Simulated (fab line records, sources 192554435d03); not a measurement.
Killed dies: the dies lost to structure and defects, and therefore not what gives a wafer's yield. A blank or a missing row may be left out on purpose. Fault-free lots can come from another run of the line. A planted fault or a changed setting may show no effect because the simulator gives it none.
The tool behind it: which one? ; flow n5Finfet ; 24 lots, 72 wafers sampled, at 5 steps of a route of 1938

== WHAT EACH GAUGE READ, for each wafer ==
N5_BEOL_M10_OCD_MEAS_38.
lot;measured;on;trenchDepthNm (nm)
L076;day 10 05:05;ocd-01;149.2 151.5 150.8
L074;day 10 14:12;ocd-02;148.3 148.7 148.8
L075;day 10 14:21;ocd-02;158.5 151.3 152.7
L077;day 11 07:21;ocd-02;152.7 149.0 151.2
L078;day 11 10:22;ocd-02;150.0 150.8 149.5
L081;day 11 12:08;ocd-02;150.7 146.3 150.6
L079;day 11 15:47;ocd-02;144.2 150.3 147.3
L080;day 11 18:51;ocd-02;153.5 149.4 150.0
L082;day 12 10:45;ocd-02;151.7 148.3 149.1
L084;day 12 17:36;ocd-02;145.8 148.2 147.4
L083;day 12 18:32;ocd-02;156.6 155.7 150.5
L085;day 12 19:55;ocd-02;147.9 146.3 152.1
L086;day 12 23:19;ocd-01;148.3 147.2 151.7
L087;day 13 10:10;ocd-01;155.7 153.3 156.7
L089;day 13 12:55;ocd-01;145.0 145.1 149.8
L088;day 13 16:26;ocd-01;149.4 148.2 149.3
L090;day 13 18:25;ocd-01;149.3 151.3 149.1
L091;day 14 03:15;ocd-01;147.8 151.8 150.1
L093;day 14 22:07;ocd-02;153.5 153.5 150.8
L092;day 15 00:39;ocd-02;152.1 147.3 153.0
L094;day 15 09:11;ocd-01;146.3 145.7 149.8
L095;day 15 09:01;ocd-01;148.8 149.5 148.9
L096;day 15 13:46;ocd-02;149.0 148.9 148.6
L097;day 15 14:13;ocd-01;154.1 152.7 149.9

N5_BEOL_M10_CD_MEAS_35: the cd target is 70 nm.
lot;measured;on;cdNm (nm)
L076;day 10 05:14;cdSem-02;70.5 69.8 69.3
L074;day 10 14:22;cdSem-02;68.4 68.5 68.6
L075;day 10 14:31;cdSem-03;70.0 70.3 68.2
L077;day 11 07:30;cdSem-03;69.3 69.8 70.4
L078;day 11 10:32;cdSem-02;70.2 69.9 70.6
L081;day 11 12:17;cdSem-01;70.3 69.9 69.3
L079;day 11 15:56;cdSem-01;68.6 69.3 68.8
L080;day 11 19:00;cdSem-03;68.7 68.8 68.3
L082;day 12 10:54;cdSem-02;70.4 69.6 71.1
L084;day 12 17:45;cdSem-03;69.4 69.2 70.0
L083;day 12 18:41;cdSem-03;69.9 68.5 68.2
L085;day 12 20:04;cdSem-01;68.3 70.0 69.3
L086;day 12 23:28;cdSem-03;70.1 70.1 70.4
L087;day 13 10:20;cdSem-03;70.6 70.2 71.6
L089;day 13 13:04;cdSem-02;68.0 67.8 67.8
L088;day 13 16:35;cdSem-02;68.2 69.5 68.1
L090;day 13 18:34;cdSem-03;69.9 71.1 70.2
L091;day 14 03:24;cdSem-03;70.0 69.3 69.5
L093;day 14 22:16;cdSem-02;70.3 69.5 70.7
L092;day 15 00:48;cdSem-02;69.2 68.6 69.3
L094;day 15 09:20;cdSem-03;69.1 69.8 69.7
L095;day 15 09:16;cdSem-02;69.2 69.4 69.0
L096;day 15 13:55;cdSem-01;68.7 70.5 68.3
L097;day 15 14:22;cdSem-02;69.7 69.7 67.9

N5_BEOL_M10_RS_MEAS_57: uses a four-point probe to measure.
lot;measured;on;M10_RS (ohm/sq)
L076;day 10 09:13;filmMetro-01;0.152 0.149 0.149
L074;day 10 17:02;filmMetro-01;0.152 0.152 0.154
L075;day 10 17:09;filmMetro-01;0.140 0.148 0.145
L077;day 11 10:28;filmMetro-01;0.147 0.149 0.149
L078;day 11 13:16;filmMetro-02;0.151 0.149 0.151
L081;day 11 14:34;filmMetro-02;0.148 0.156 0.150
L079;day 11 18:58;filmMetro-01;0.155 0.148 0.152
L080;day 11 21:22;filmMetro-01;0.145 0.150 0.149
L082;day 12 13:10;filmMetro-02;0.146 0.154 0.147
L084;day 12 20:36;filmMetro-02;0.155 0.151 0.150
L083;day 12 21:40;filmMetro-01;0.142 0.142 0.149
L085;day 12 23:56;filmMetro-01;0.153 0.152 0.148
L086;day 13 02:19;filmMetro-01;0.151 0.152 0.146
L087;day 13 12:22;filmMetro-02;0.143 0.148 0.142
L089;day 13 15:56;filmMetro-02;0.153 0.154 0.150
L088;day 13 19:46;filmMetro-01;0.151 0.152 0.149
L090;day 13 21:21;filmMetro-02;0.150 0.148 0.149
L091;day 14 06:37;filmMetro-02;0.152 0.148 0.149
L093;day 15 02:19;filmMetro-02;0.146 0.144 0.148
L092;day 15 03:30;filmMetro-01;0.145 0.150 0.145
L094;day 15 12:14;filmMetro-02;0.154 0.156 0.149
L095;day 15 11:47;filmMetro-01;0.150 0.148 0.147
L096;day 15 16:59;filmMetro-01;0.150 0.152 0.151
L097;day 15 17:38;filmMetro-01;0.143 0.146 0.147

== TOOL THAT RAN EACH LOT (tool first, then ch and the chambers of the sampled wafers, then the start) ==
lot;N5_BEOL_M10_ILD_DEP_00;N5_BEOL_M10_DESCUM_33
L076;pecvd-04 ch 0,1,2, day 9 22:07;rieDiel-04 ch 0,2, day 10 04:35
L074;pecvd-04 ch 0,1, day 10 08:03;rieDiel-06 ch 1,2, day 10 13:43
L075;pecvd-03 ch 0,1, day 10 10:01;rieDiel-05 ch 0,1, day 10 13:52
L077;pecvd-03 ch 0,1, day 11 03:25;rieDiel-06 ch 0,3, day 11 06:52
L078;pecvd-03 ch 0,2, day 11 05:49;rieDiel-04 ch 0,2,3, day 11 09:53
L081;pecvd-03 ch 0,2, day 11 09:02;rieDiel-06 ch 1,3, day 11 11:38
L079;pecvd-03 ch 1,2, day 11 11:40;rieDiel-06 ch 1,2,3, day 11 15:17
L080;pecvd-01 ch 0,2, day 11 13:04;rieDiel-04 ch 0,1,3, day 11 18:22
L082;pecvd-01 ch 0,1,2, day 12 05:11;rieDiel-04 ch 0,1,3, day 12 10:15
L084;pecvd-03 ch 0,2, day 12 12:52;rieDiel-06 ch 1,2,3, day 12 17:06
L083;pecvd-04 ch 0,1, day 12 13:56;rieDiel-05 ch 0,2, day 12 18:02
L085;pecvd-04 ch 0,1, day 12 17:10;rieDiel-04 ch 0,1,3, day 12 19:25
L086;pecvd-01 ch 0,1, day 12 19:52;rieDiel-06 ch 0,1,2, day 12 22:49
L087;pecvd-01 ch 0,2, day 13 03:26;rieDiel-05 ch 0,1, day 13 09:41
L089;pecvd-01 ch 1,2, day 13 08:41;rieDiel-06 ch 0,1, day 13 12:25
L088;pecvd-03 ch 1,2, day 13 11:16;rieDiel-04 ch 2,3, day 13 15:56
L090;pecvd-04 ch 0,1, day 13 12:29;rieDiel-06 ch 0,2, day 13 17:44
L091;pecvd-04 ch 0,1,2, day 13 21:38;rieDiel-05 ch 1,2, day 14 02:31
L093;pecvd-01 ch 1,2, day 14 18:59;rieDiel-05 ch 1,2, day 14 21:37
L092;pecvd-01 ch 0,1,2, day 14 21:01;rieDiel-04 ch 0,1, day 15 00:09
L094;pecvd-04 ch 0,1,2, day 15 03:28;rieDiel-04 ch 0,1,3, day 15 08:42
L095;pecvd-01 ch 0,1,2, day 15 04:46;rieDiel-06 ch 2,3, day 15 08:32
L096;pecvd-01 ch 0,1, day 15 08:57;rieDiel-06 ch 1,3, day 15 13:16
L097;pecvd-04 ch 0,1, day 15 09:43;rieDiel-05 ch 1,2, day 15 13:29
- N5_BEOL_M10_ILD_DEP_00: deposits SiCOH lowk from DEMS/porogen, target thk 308.51 nm, time 58 s.
- N5_BEOL_M10_DESCUM_33: chemistry O2, time 7.9 s.

== WHAT THE TOOLS THEMSELVES READ (means of the sampled wafers that have a number; where no wafer has one, the mark that the record gives instead) ==
N5_BEOL_M10_ILD_DEP_00.
lot;tool;heaterPowerW (W);showerheadPlenumPTorr (Torr);susceptorTempC (C);throttleValvePct (%)
L076;pecvd-04;264;5.746;300.05;14.3
L074;pecvd-04;290;5.748;299.96;15.1
L075;pecvd-03;242;5.739;299.93;13.8
L077;pecvd-03;223;5.736;300.10;14.0
L078;pecvd-03;275;5.730;299.83;13.4
L081;pecvd-03;329;5.733;300.19;13.4
L079;pecvd-03;284;5.735;300.01;13.3
L080;pecvd-01;335;5.748;299.80;14.0
L082;pecvd-01;329;5.743;299.84;14.0
L084;pecvd-03;301;5.738;299.97;13.4
L083;pecvd-04;268;5.742;299.77;14.9
L085;pecvd-04;263;5.743;299.96;14.8
L086;pecvd-01;387;5.755;300.04;14.6
L087;pecvd-01;319;5.748;299.94;13.8
L089;pecvd-01;328;5.752;299.72;13.9
L088;pecvd-03;318;5.733;300.21;13.6
L090;pecvd-04;256;5.751;300.18;14.9
L091;pecvd-04;280;5.737;300.07;14.1
L093;pecvd-01;348;5.740;299.99;13.8
L092;pecvd-01;330;5.747;300.07;14.2
L094;pecvd-04;277;5.737;300.05;14.1
L095;pecvd-01;341;5.741;300.12;14.2
L096;pecvd-01;371;5.743;299.89;14.8
L097;pecvd-04;259;5.756;300.35;14.9

N5_BEOL_M10_DESCUM_33.
lot;tool;drypumpMotorCurrentA (A);o2FlowSccm (sccm);oesProductAu (a.u.);rfVppV (V);showerheadPlenumPTorr (Torr);throttleValvePct (%)
L076;rieDiel-04;6.4;225.0;0.80;243.9;2.10;20.27
L074;rieDiel-06;5.0;225.4;0.75;243.7;2.16;20.34
L075;rieDiel-05;5.1;225.1;0.93;245.1;2.22;20.44
L077;rieDiel-06;6.1;225.3;0.90;241.5;2.06;20.39
L078;rieDiel-04;6.2;224.4;0.79;243.2;2.06;20.42
L081;rieDiel-06;5.5;225.5;0.75;243.9;2.08;20.45
L079;rieDiel-06;5.3;225.5;0.74;243.4;2.12;20.40
L080;rieDiel-04;6.3;224.7;0.80;243.3;2.10;20.60
L082;rieDiel-04;6.3;225.0;0.80;243.6;2.10;20.60
L084;rieDiel-06;5.3;224.0;0.74;243.3;2.11;20.41
L083;rieDiel-05;5.0;225.1;0.89;244.1;2.20;20.42
L085;rieDiel-04;6.2;224.6;0.79;243.4;2.10;20.61
L086;rieDiel-06;5.4;224.8;0.79;243.7;2.09;20.38
L087;rieDiel-05;5.0;225.3;0.89;245.1;2.23;20.51
L089;rieDiel-06;5.3;224.4;0.75;243.2;2.03;20.44
L088;rieDiel-04;5.8;224.9;0.84;242.4;2.01;20.42
L090;rieDiel-06;5.8;225.4;0.86;244.1;2.09;20.38
L091;rieDiel-05;5.3;224.7;0.82;244.6;2.14;20.29
L093;rieDiel-05;5.3;224.6;0.82;244.9;2.16;20.39
L092;rieDiel-04;6.1;225.0;0.81;244.4;2.14;20.66
L094;rieDiel-04;6.3;225.3;0.76;243.1;2.09;20.65
L095;rieDiel-06;5.4;225.1;0.75;243.1;2.16;20.42
L096;rieDiel-06;5.2;224.7;0.86;242.6;2.04;20.28
L097;rieDiel-05;5.3;225.4;0.82;245.1;2.16;20.40

== THE ANSWER, worked out from the rows above alone ==
Rule: what is usual is taken from the lots themselves. The widest of any qualifying gaps counts: lots, ordered by their means at a reading, are off when they make up no more than a third of the lots, leave a main group of 4 or more, and stand apart from it by 3 or more times the standard deviation of that group's means. If all means in a main group match to the digits the tables above print for the reading, that group is not used. A lot without any number at a reading at which 4 lots or more have one is off too. Where the step has rows for the other lots, those lots are counted as sound. Order of review: gauges by route order, followed by the tools' own readings, for which a lot's mean as printed above is used. The first step at which some lot is off is used, and at that step the reading that is off furthest; a lot without a number counts as furthest.
Nothing can be told from this: no lot is off at any reading shown.

== WHAT HAD BEEN PUT IN BY THE SIMULATOR ==
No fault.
